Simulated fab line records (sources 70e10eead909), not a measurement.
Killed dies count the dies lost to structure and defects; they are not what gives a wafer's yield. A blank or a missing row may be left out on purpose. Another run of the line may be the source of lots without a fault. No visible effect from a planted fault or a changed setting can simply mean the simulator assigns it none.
fab line records	flow nand_harc
record: lots: 14	wafers: 42	last_day: 30
route steps=1302 shown A_CONTACT@985
lots untouched by any fault: they come from a run of this same line in which no faults occurred
start_h: hours from the record's opening day to when the first of the lot's shown wafers began	wait_h: time in hours since the lot's previous step	" as in the row above	L1.1+2: a row that stands for several wafers	- no value present, or no start provided	* or withheld: withheld	< > ~ a bound
route shown NAME@n: names a module that has steps shown in the file, with the first one's number in the route	usual: average and standard deviation across the fault-free wafers	same: alike in all rows	chamber/n: place in a boat	sites: per-site readings	_std_site: standard deviation of those values	_edge_site: inner sites' mean taken away from outer sites' mean	radius_mm: for every site, how far away it sits from the centre of the wafer	mask NAME#n: copy n	behind: tool/chamber where the wafer was last shaped	hold: why the lot went on hold/how many hours it stayed there/how the hold came to an end	device: which transistor (n, p or np) failed to switch	end of line: tests of these same wafers at the route's end	a step with no rows: only its recipe	killed: dies that structure and defects cost at the first sort, which is not the same as the wafer's yield	map: per-die view of a wafer (x killed, . not killed, _ where there is no die)
set.NAME: the run value of the setting; set.NAME@STEP: its run value at that earlier step	model.NAME: the simulator's own value behind a step, which no gauge read
one table for each step of the route and one row for each wafer, over a sample of lots
services: when a tool's chamber went out of use (start_h, in hours from the record's first day, below 0 if earlier), for how many hours, and the reason
== steps ==
step: NHARC_A_CONTACT_DEP_28
recipe: target_thk_a: 70000	temp_c: 400	material: aC
usual: throttle_valve_pct: 34.999/0.0086
lot.wafer	tool	chamber	start_h	wait_h	throttle_valve_pct
L949.2	acl_dep-01	0	485.78	0.8	35.002
L949.3	"	0	"	"	35.000
L949.5	"	0	487.89	2.9	35.008
L951.3	acl_dep-01	0	499.47	1.6	34.985
L951.5	"	0	500.90	3.0	35.003
L951.6	"	0	"	"	35.000
L952.2	acl_dep-01	0	525.96	0.8	35.000
L952.4	"	0	527.40	2.2	34.995
L952.6	"	0	528.85	3.7	34.986
L954.2	acl_dep-03	0	525.99	0.8	35.000
L954.5	"	0	528.10	2.9	34.985
L954.6	"	0	"	"	34.986
L955.3	acl_dep-01	0	546.74	1.5	35.008
L955.4	"	0	"	"	34.998
L955.6	"	0	548.88	3.6	34.995
L956.2	acl_dep-03	0	567.13	1.6	34.986
L956.4	"	0	568.56	3.0	34.999
L956.6	"	0	570.00	4.4	35.004
L959.3	acl_dep-03	0	575.97	1.5	35.007
L959.4	"	0	"	"	34.986
L959.6	"	0	578.11	3.6	35.002
L960.2	acl_dep-03	0	600.59	0.8	35.001
L960.3	"	0	"	"	34.993
L960.5	"	0	602.72	2.9	35.010
L963.2	acl_dep-02	0	620.43	4.8	34.995
L963.3	"	0	"	"	34.990
L963.6	"	0	623.26	7.6	35.001
L962.3	acl_dep-03	0	621.65	3.1	34.992
L962.4	"	0	"	"	35.003
L962.6	"	0	623.80	5.3	34.994
L964.2	acl_dep-01	0	623.35	1.8	35.016
L964.3	"	0	"	"	35.002
L964.4	"	0	"	"	34.991
L966.3	acl_dep-02	0	647.79	2.4	35.000
L966.4	"	0	"	"	35.015
L966.5	"	0	"	"	35.016
L969.1	acl_dep-02	0	676.51	0.1	34.999
L969.3	"	0	677.91	1.5	34.990
L969.6	"	0	680.00	3.5	35.011
L970.1	acl_dep-03	0	690.05	0.8	34.989
L970.4	"	0	692.16	2.9	35.000
L970.5	"	0	"	"	35.010
step: NHARC_A_CONTACT_DEVELOP_41
recipe: develop_time_s: 35	dev_temp_c: 23
usual: chill_plate_temp_C: 22.98/0.1	develop_time_s: 35/0	exhaust_pa: 45.1/1.1
lot.wafer	tool	chamber	start_h	wait_h	chill_plate_temp_C	develop_time_s	exhaust_pa
L949.2	litho_track-06	0	489	-	22.96	35	43.4
L949.3	"	0	"	"	23.05	35	46.4
L949.5	"	0	"	"	23.09	35	45.1
L951.3	litho_track-06	0	503	-	22.95	35	46.1
L951.5	"	0	"	"	22.98	35	44.8
L951.6	"	0	"	"	23.04	35	46.9
L954.2	litho_track-04	0	530	-	22.97	35	45.1
L954.5	"	0	"	"	22.86	35	45.9
L954.6	"	0	"	"	22.85	35	44.6
L952.2	litho_track-01	0	530	-	23.04	35	44.6
L952.4	"	0	"	"	23.05	35	43.8
L952.6	"	0	"	"	23.07	35	45.1
L955.3	litho_track-01	0	550	-	23.25	35	44.7
L955.4	"	0	"	"	23.24	35	45.7
L955.6	"	0	"	"	23.14	35	46.1
L956.2	litho_track-04	0	571	-	22.86	35	45.2
L956.4	"	0	"	"	22.86	35	44.5
L956.6	"	0	"	"	22.83	35	44.6
L959.3	litho_track-04	0	579	-	22.94	35	45.4
L959.4	"	0	"	"	23.05	35	44.5
L959.6	"	0	"	"	23.03	35	44.3
L960.2	litho_track-01	0	604	-	22.84	35	45.4
L960.3	"	0	"	"	22.86	35	45.5
L960.5	"	0	"	"	22.85	35	45.5
L963.2	litho_track-06	0	624	-	23.06	35	46.3
L963.3	"	0	"	"	23.01	35	46.3
L963.6	"	0	"	"	22.99	35	46.5
L962.3	litho_track-01	0	625	-	23.02	35	44.5
L962.4	"	0	"	"	23.00	35	43.7
L962.6	"	0	"	"	23.00	35	45.2
L964.2	litho_track-06	0	627	-	23.08	35	44.3
L964.3	"	0	"	"	23.14	35	43.3
L964.4	"	0	"	"	22.92	35	43.6
L966.3	litho_track-06	0	651	-	22.78	35	45.3
L966.4	"	0	"	"	23.02	35	46.2
L966.5	"	0	"	"	23.05	35	46.2
L969.1	litho_track-06	-	681	-	-	-	-
L969.3	"	-	"	"	-	-	-
L969.6	"	-	"	"	-	-	-
L970.1	litho_track-01	-	694	-	-	-	-
L970.4	"	-	"	"	-	-	-
L970.5	"	-	"	"	-	-	-
step: NHARC_A_CONTACT_DESCUM_47
recipe: time_s: 3	o2_flow_sccm: 200	ar_flow_sccm: 0	bias_power_w: 0	chemistry: O2
usual: chamber_pressure_mTorr: 60.00/0.051	drypump_motor_current_A: 5.8/0.49	oes_product_au: 1.004/0.011	rf_vpp_V: 57.7/1	showerhead_plenum_p_Torr: 1.90/0.095	throttle_valve_pct: 11.312/0.0094
same: time_s: 3
lot.wafer	tool	chamber	start_h	wait_h	chamber_pressure_mTorr	drypump_motor_current_A	oes_product_au	rf_hours_counter_h	rf_vpp_V	showerhead_plenum_p_Torr	throttle_valve_pct
L949.3	rie_diel-10	3	490.24	0.1	59.97	6.1	0.994	15	57.3	1.93	11.317
L949.2	"	0	"	"	60.06	6.3	0.998	16	58.6	1.88	11.303
L949.5	"	2	"	"	59.97	5.5	1.010	-	58.5	2.07	11.325
L951.3	rie_diel-10	2	503.28	0.1	60.03	5.5	1.010	20	58.5	2.07	11.332
L951.5	"	2	"	"	59.99	5.5	1.026	-	57.1	2.07	11.324
L951.6	"	3	"	"	59.88	6.1	1.011	-	57.5	1.93	11.312
L954.2	rie_diel-11	3	530.33	0.1	59.93	6.3	0.996	25	58.8	1.96	11.312
L954.6	"	2	"	"	59.99	5.5	0.994	-	58.1	1.82	11.308
L954.5	"	3	"	"	60.03	6.3	0.996	-	57.8	1.96	11.311
L952.4	rie_diel-13	1	530.51	0.1	59.94	5.1	0.989	0	57.5	1.79	11.317
L952.2	"	0	"	"	59.88	6.5	1.014	0	59.0	2.03	11.307
L952.6	"	1	"	"	60.01	5.2	0.999	-	59.1	1.79	11.319
L955.3	rie_diel-10	1	550.42	0.1	60.01	6.1	0.999	41	57.4	1.85	11.309
L955.4	"	2	"	"	60.02	5.5	1.017	38	57.7	2.06	11.315
L955.6	"	0	"	"	60.02	6.3	1.002	-	57.9	1.88	11.305
L956.2	rie_diel-13	3	571.65	0.1	60.03	5.1	1.002	8	58.3	1.81	11.323
L956.4	"	1	"	"	59.97	5.1	0.996	7	58.3	1.78	11.338
L956.6	"	3	"	"	59.92	5.1	1.001	-	58.5	1.81	11.317
L959.3	rie_diel-13	3	579.75	0.1	59.97	5.1	0.991	9	56.8	1.81	11.308
L959.4	"	0	"	"	60.12	6.5	1.004	9	56.7	2.03	11.314
L959.6	"	3	"	"	60.03	5.2	0.984	-	57.2	1.81	11.296
L960.2	rie_diel-13	3	605.07	0.1	59.85	5.2	0.994	14	57.9	1.81	11.303
L960.3	"	2	"	"	60.12	5.9	0.996	15	58.1	1.80	11.302
L960.5	"	0	"	"	59.94	6.5	1.003	-	59.6	2.03	11.306
L963.2	rie_diel-10	0	624.94	0.1	60.04	6.3	1.012	4	56.7	1.87	11.295
L963.3	"	1	"	"	59.95	6.1	0.998	4	59.5	1.84	11.314
L963.6	"	1	"	"	60.10	6.1	0.996	-	57.6	1.84	11.306
L962.3	rie_diel-13	1	625.47	0.1	60.01	5.1	0.991	18	55.4	1.78	11.295
L962.4	"	2	"	"	60.02	5.9	0.987	19	56.2	1.80	11.300
L962.6	"	2	"	"	60.07	5.9	0.982	-	57.2	1.80	11.311
L964.2	rie_diel-11	1	627.87	0.1	59.98	6.4	1.011	1	59.7	1.93	11.304
L964.4	"	2	"	"	60.03	5.5	1.019	1	58.5	1.81	11.299
L964.3	"	3	"	"	59.99	6.3	1.012	1	59.8	1.95	11.307
L966.4	rie_diel-13	3	651.52	0.1	59.97	5.1	0.999	24	57.8	1.81	11.320
L966.3	"	1	"	"	60.05	5.2	0.985	22	57.3	1.78	11.302
L966.5	"	0	"	"	59.93	6.5	1.002	-	57.6	2.02	11.311
L969.1	rie_diel-11	2	681.95	0.1	59.94	5.5	1.010	23	56.8	1.81	11.311
L969.3	"	3	"	"	60.01	6.3	1.014	23	58.2	1.94	11.306
L969.6	"	0	"	"	59.94	5.3	1.021	-	57.2	2.01	11.322
L970.4	rie_diel-10	2	695.10	0.1	60.02	5.5	1.018	21	57.7	2.05	11.310
L970.1	"	3	"	"	60.01	6.1	1.004	26	56.6	1.91	11.331
L970.5	"	1	"	"	59.99	6.1	1.009	-	58.1	1.83	11.310
step: NHARC_A_CONTACT_ETCH_113
recipe: source_w: withheld	pressure_mtorr: 20	bias_v: 3000	time_s: 190	target_depth_a: 18500	ar_flow_sccm: withheld	c4f8_flow_sccm: withheld	o2_flow_sccm: withheld	chemistry: C4F8/O2/Ar
usual: chamber_pressure_mTorr: 20.001/0.02
same: time_s: 190
lot.wafer	tool	chamber	start_h	wait_h	chamber_pressure_mTorr	rf_hours_counter_h
L949.2	har_cap_etch-02	0	492.44	0.1	20.007	77
L949.3	"	0	"	"	20.008	-
L949.5	"	0	"	"	19.998	-
L951.3	har_cap_etch-03	0	505.55	0.1	20.001	-
L951.6	"	1	"	"	19.996	-
L951.5	"	0	"	"	20.000	-
L954.2	har_cap_etch-03	0	532.69	0.2	19.998	45
L954.5	"	1	"	"	20.003	-
L954.6	"	0	"	"	19.984	-
L952.2	har_cap_etch-02	0	532.71	0.1	19.988	86
L952.4	"	0	"	"	19.988	-
L952.6	"	1	"	"	20.027	-
L955.3	har_cap_etch-03	0	552.79	0.2	20.042	-
L955.4	"	1	"	"	19.988	-
L955.6	"	0	"	"	20.023	-
L956.2	har_cap_etch-02	1	574.01	0.2	19.997	93
L956.4	"	0	"	"	20.021	-
L956.6	"	0	"	"	19.967	-
L959.3	har_cap_etch-03	0	582.01	0.1	20.040	-
L959.4	"	1	"	"	20.002	-
L959.6	"	1	"	"	20.027	-
L960.2	har_cap_etch-03	1	607.27	0.1	20.050	61
L960.3	"	0	"	"	19.996	-
L960.5	"	0	"	"	19.995	-
L963.2	har_cap_etch-02	1	627.48	0.1	20.002	102
L963.3	"	0	"	"	20.001	-
L963.6	"	0	"	"	19.980	-
L962.4	har_cap_etch-01	0	628.15	0.1	20.042	-
L962.3	"	1	"	"	19.988	-
L962.6	"	1	"	"	20.011	-
L964.2	har_cap_etch-02	0	630.09	0.1	19.986	104
L964.4	"	0	"	"	20.009	-
L964.3	"	1	"	"	20.017	-
L966.4	har_cap_etch-03	1	654.52	0.1	20.027	-
L966.3	"	0	"	"	19.974	-
L966.5	"	0	"	"	19.987	-
L969.1	har_cap_etch-01	1	684.13	0.1	20.016	29
L969.3	"	1	"	"	20.049	-
L969.6	"	1	"	"	19.999	-
L970.1	har_cap_etch-03	0	697.29	0.1	19.987	79
L970.4	"	1	"	"	20.004	-
L970.5	"	1	"	"	19.990	-
== services ==
tool	chamber	start_h	hours	kind
acl_dep-03	-	483.10	13.0	pm
litho_track-01	-	505.00	7.0	pm
rie_diel-13	2	515.42	8.9	repair
rie_diel-13	-	519.50	9.0	pm
litho_track-06	-	529.00	7.0	pm
har_cap_etch-03	-	551.01	1.0	repair
acl_dep-01	-	552.50	13.0	pm
litho_track-04	-	553.00	7.0	pm
acl_dep-02	-	572.88	0.0	repair
rie_diel-13	0	581.21	2.0	repair
rie_diel-10	2	582.99	5.5	repair
rie_diel-10	-	602.53	9.0	pm
acl_dep-02	-	606.72	13.0	pm
rie_diel-11	-	614.31	9.0	pm
rie_diel-10	2	621.33	14.7	repair
rie_diel-11	1	633.94	10.6	repair
rie_diel-13	2	656.08	23.4	repair
rie_diel-13	0	658.12	8.8	repair
rie_diel-13	-	661.48	13.2	repair
acl_dep-03	-	664.56	13.0	pm
litho_track-01	-	680.00	7.0	pm
har_cap_etch-02	-	680.07	1.0	repair
rie_diel-13	-	681.11	1.4	repair
rie_diel-13	-	696.50	9.0	pm
== key ==
first_sign: step: NHARC_A_CONTACT_DEVELOP_41	reading: tool_record	direction: missing
effect none on later readings
met_at NHARC_A_CONTACT_DEVELOP_41
struck_lots L969,L970
later_rows_left_out L969.1,L969.3,L969.6,L970.1,L970.4,L970.5
sort_left_out L969.1,L969.3,L969.6,L970.1,L970.4,L970.5
tester_left_out L969,L970
not_acting_at NHARC_A_CONTACT_DEP_28,NHARC_A_CONTACT_DESCUM_47,NHARC_A_CONTACT_ETCH_113
onset_between 651 681
fault: kind: skipped_step_whole	tool: litho_track-01,litho_track-06	chamber: -	onset_h: 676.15	steps: NHARC_A_CONTACT_DEVELOP_41	scope: struck_lots_only
tester_left_out: of these lots the tester's yield and bins aren't shown, on N5 and GAA mostly nor the transistor test; their killed dies are dies lost to structure and defects alone, not to doping, threshold or leakage, so they don't give the yield
sort_left_out: the simulated sort isn't trusted on such a fault, so these wafers' sort isn't shown, and their yield isn't known
later_rows_left_out: the simulator's readings of these wafers behind a module that went badly wrong aren't trusted and aren't shown, but for the sort
